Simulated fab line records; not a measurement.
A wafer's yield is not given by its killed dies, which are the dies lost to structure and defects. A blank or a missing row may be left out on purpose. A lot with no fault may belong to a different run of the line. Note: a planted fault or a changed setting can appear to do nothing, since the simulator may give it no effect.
Struck lot and sound lot, side by side	flow nand_harc	14 out of 1302 route steps
Sound: wafers L443.2, L443.4, L443.5. Wafers L448.2, L448.3, L448.5 were the ones struck. At the end, the cause is stated.
Order at every step that has rows: each side's tool, ch and its chambers, its first start. Under that, the readings that differ: sound wafers	struck wafers	difference of the means	sigmas: that difference in standard deviations of wafers without a fault.
alike: words and numbers the same on both sides, and readings whose means are apart by under 2 such deviations; not compared: readings that were withheld, readings missing a value for some wafer, numbers with overlapping values and no deviation given by the record, and bounds like >300 which may hide the same value.
The two part at a step that has a row with sigmas, a row that says differs or no value, or rows on one side only. Numbers that don't overlap but have no deviation are shown without sigmas and don't part them. Lack of a reading on every wafer of one side parts them only where that side has two or more wafers.

NHARC_P_M1_CMP_23: polishes, t overpolish 20 s, target thk 157.82 nm.
  sound on cmp-02 ch 0,2,3, day 12 11:58; struck on cmp-04 ch 0,2, day 14 03:32
  alike: motor_current_A, slurry_filter_dp_kPa, time_to_endpoint_s
NHARC_P_M1_THK_MEAS_24: measures by xrf.
  sound on film_metro-02, day 12 12:14; struck on film_metro-01, day 14 03:50
  alike: thk_nm
then, 1 step without rows for these wafers: NHARC_P_M1_SRD_25.
NHARC_P_M1_INSPECT_27:
  sound on defect_inspect-01, day 12 12:26; struck on defect_inspect-01, day 14 04:02
  alike: raw_defect_count
NHARC_P_M1_PRE_CLEAN_32: time 12 s.
  sound on pecvd-03 ch 1,2, day 12 12:29; struck on pecvd-03 ch 1,2, day 14 04:07
  alike: heater_power_w
NHARC_P_M1_DEP_33: deposits SiCN, target thk 30 nm.
  sound on pecvd-03 ch 1,2, day 12 12:34; struck on pecvd-03 ch 1,2, day 14 04:11
  alike: heater_power_w
then, 5 steps without rows for these wafers: NHARC_P_M2_DEP_00 (deposits SiOC, target thk 182.5 nm); NHARC_P_M2_DEHYDRATE_01 (time 120 s); NHARC_P_M2_HMDS_02 (time 30 s); NHARC_P_M2_COAT_34 (time 65 s); NHARC_P_M2_COAT_03 (resist thk 90 nm).
NHARC_P_M2_SOFTBAKE_04: time 55 s.
  sound on litho_track-04 ch 0, day 12 13:00; struck on litho_track-04 ch 0, day 14 04:00
reading	sound	struck	difference	sigmas
heater_power_total_W (W)	188.28 188.34 188.52	212.54 212.85 212.45	+24.23	+99 or more
then, 1 step without rows for these wafers: NHARC_P_M2_EBR_05.
-- jump in the record: it breaks off in module P_M2 and resumes in module END (first step shown: number 1302 of the route), and 18 days separate the struck wafers' starts before and after --
NHARC_END_SORT_01:
  sound on prober-02 ch 0, day 30 03:11; struck on prober-01 ch 0, day 32 09:40
reading	sound	struck	difference	sigmas
defect_limited_yield (%)	94.8 93.6 93.5	90.4 85.5 85.2	-6.9	-3
killed_at_array	34 40 43	64 93 94	+45	+2
killed_dies	35 43 44	65 98 100	+47	+3
sort_bin_2_pct (%)	1.5 1.9 1.5	4.4 6.6 5.5	+3.9	+3
sort_n_pass	642 634 633	612 579 577	-47	-3
sort_yield_pct (%)	94.8 93.6 93.5	90.4 85.5 85.2	-6.9	-3
  alike: killed_at_other, killed_at_periphery, killed_open, killed_short, sort_bin_3_pct, sort_bin_4_pct, sort_rim_yield_pct

## WHERE THEY PART
First at NHARC_P_M2_SOFTBAKE_04; last, within this record, at NHARC_END_SORT_01.

WHY: the cause the simulator had injected
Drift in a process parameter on litho_track-04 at NHARC_P_M2_SOFTBAKE_04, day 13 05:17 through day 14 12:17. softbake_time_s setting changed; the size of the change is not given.
